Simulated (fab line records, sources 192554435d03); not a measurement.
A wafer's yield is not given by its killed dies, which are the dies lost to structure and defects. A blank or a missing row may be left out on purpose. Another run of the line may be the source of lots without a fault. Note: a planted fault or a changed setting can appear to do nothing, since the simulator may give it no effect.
Matching of chambers || flow n5Finfet || cmp-02 running N5_BEOL_M4_CMP_52: 4 sister chambers
The step polishes, stops on SiOC, t overpolish 6.8 s, target thk 40 nm. 16 wafers are shown with their chamber, then 8 later ones without.

== EACH WAFER AND ITS CHAMBER ==
{"wafer": "L077.1", "chamber": 2, "motorCurrentA (A)": 5.4, "barrierFieldEndpointS (s)": 24.0, "timeToEndpointS (s)": 63}
{"wafer": "L077.2", "chamber": 0, "motorCurrentA (A)": 6.0, "barrierFieldEndpointS (s)": 23.8, "timeToEndpointS (s)": 61}
{"wafer": "L077.5", "chamber": 1, "motorCurrentA (A)": 7.2, "barrierFieldEndpointS (s)": 25.5, "timeToEndpointS (s)": 67}
{"wafer": "L083.1", "chamber": 2, "motorCurrentA (A)": 5.5, "barrierFieldEndpointS (s)": 23.3, "timeToEndpointS (s)": 61}
{"wafer": "L083.2", "chamber": 3, "motorCurrentA (A)": 6.8, "barrierFieldEndpointS (s)": 23.5, "timeToEndpointS (s)": 59}
{"wafer": "L083.5", "chamber": 1, "motorCurrentA (A)": 7.0, "barrierFieldEndpointS (s)": 25.4, "timeToEndpointS (s)": 65}
{"wafer": "L084.2", "chamber": 3, "motorCurrentA (A)": 6.7, "barrierFieldEndpointS (s)": 24.9, "timeToEndpointS (s)": 61}
{"wafer": "L084.4", "chamber": 0, "motorCurrentA (A)": 6.5, "barrierFieldEndpointS (s)": 24.0, "timeToEndpointS (s)": 57}
{"wafer": "L084.5", "chamber": 3, "motorCurrentA (A)": 6.6, "barrierFieldEndpointS (s)": 24.2, "timeToEndpointS (s)": 60}
{"wafer": "L086.1", "chamber": 0, "motorCurrentA (A)": 6.2, "barrierFieldEndpointS (s)": 24.1, "timeToEndpointS (s)": 62}
{"wafer": "L086.4", "chamber": 2, "motorCurrentA (A)": 5.4, "barrierFieldEndpointS (s)": 23.8, "timeToEndpointS (s)": 63}
{"wafer": "L086.5", "chamber": 1, "motorCurrentA (A)": 7.3, "barrierFieldEndpointS (s)": 24.5, "timeToEndpointS (s)": 64}
{"wafer": "L087.1", "chamber": 3, "motorCurrentA (A)": 7.1, "barrierFieldEndpointS (s)": 24.3, "timeToEndpointS (s)": 63}
{"wafer": "L087.4", "chamber": 1, "motorCurrentA (A)": 7.5, "barrierFieldEndpointS (s)": 25.7, "timeToEndpointS (s)": 71}
{"wafer": "L087.5", "chamber": 0, "motorCurrentA (A)": 6.3, "barrierFieldEndpointS (s)": 24.4, "timeToEndpointS (s)": 61}
{"wafer": "L089.3", "chamber": 0, "motorCurrentA (A)": 6.1, "barrierFieldEndpointS (s)": 24.3, "timeToEndpointS (s)": 62}

SIGNATURES (averages over the wafers above)
{"reading": "motorCurrentA", "chamber 0": 6.220, "chamber 1": 7.250, "chamber 2": 5.433, "chamber 3": 6.800, "scatter within a chamber": 0.188}
{"reading": "barrierFieldEndpointS", "chamber 0": 24.120, "chamber 1": 25.275, "chamber 2": 23.700, "chamber 3": 24.225, "scatter within a chamber": 0.44}
{"reading": "timeToEndpointS", "chamber 0": 60.60, "chamber 1": 66.75, "chamber 2": 62.33, "chamber 3": 60.75, "scatter within a chamber": 2.19}
Rule: for each reading, subtract the chamber's mean from the wafer's reading, divide by that reading's scatter and square the result; add these up over the readings and take the root, which gives the wafer's distance from the chamber. The wafer belongs to the nearest chamber; if the next one is less than 2 further off, it can't be placed. The scatter: the root of (the sum of the squares of (reading less its chamber's mean) over the shown wafers, divided by (wafers less chambers)).

== WAFERS MISSING THEIR CHAMBER ==
{"wafer": "L089.4", "motorCurrentA (A)": 6.3, "barrierFieldEndpointS (s)": 24.4, "timeToEndpointS (s)": 65}
{"wafer": "L089.6", "motorCurrentA (A)": 5.3, "barrierFieldEndpointS (s)": 24.6, "timeToEndpointS (s)": 63}
{"wafer": "L091.2", "motorCurrentA (A)": 5.3, "barrierFieldEndpointS (s)": 24.9, "timeToEndpointS (s)": 61}
{"wafer": "L091.3", "motorCurrentA (A)": 7.3, "barrierFieldEndpointS (s)": 24.4, "timeToEndpointS (s)": 65}
{"wafer": "L091.5", "motorCurrentA (A)": 5.5, "barrierFieldEndpointS (s)": 24.7, "timeToEndpointS (s)": 62}
{"wafer": "L095.1", "motorCurrentA (A)": 6.8, "barrierFieldEndpointS (s)": 23.9, "timeToEndpointS (s)": 64}
{"wafer": "L095.3", "motorCurrentA (A)": 6.1, "barrierFieldEndpointS (s)": 23.7, "timeToEndpointS (s)": 58}
{"wafer": "L095.5", "motorCurrentA (A)": 5.5, "barrierFieldEndpointS (s)": 23.8, "timeToEndpointS (s)": 62}

== WHICH CHAMBER EACH ONE RAN IN ==
{"wafer": "L089.4", "from the rows above": "can't be placed: 0 or 3", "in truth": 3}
{"wafer": "L089.6", "from the rows above": 2, "in truth": 2}
{"wafer": "L091.2", "from the rows above": 2, "in truth": 2}
{"wafer": "L091.3", "from the rows above": "can't be placed: 1 or 3", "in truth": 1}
{"wafer": "L091.5", "from the rows above": "can't be placed: 2 or 0", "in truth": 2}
{"wafer": "L095.1", "from the rows above": "can't be placed: 3 or 0", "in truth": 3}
{"wafer": "L095.3", "from the rows above": 0, "in truth": 0}
{"wafer": "L095.5", "from the rows above": 2, "in truth": 2}
Placed correctly: 4 of 8. Not placeable from these rows: 4 (in 4, the candidates include the true chamber). Number placed wrongly: 0.
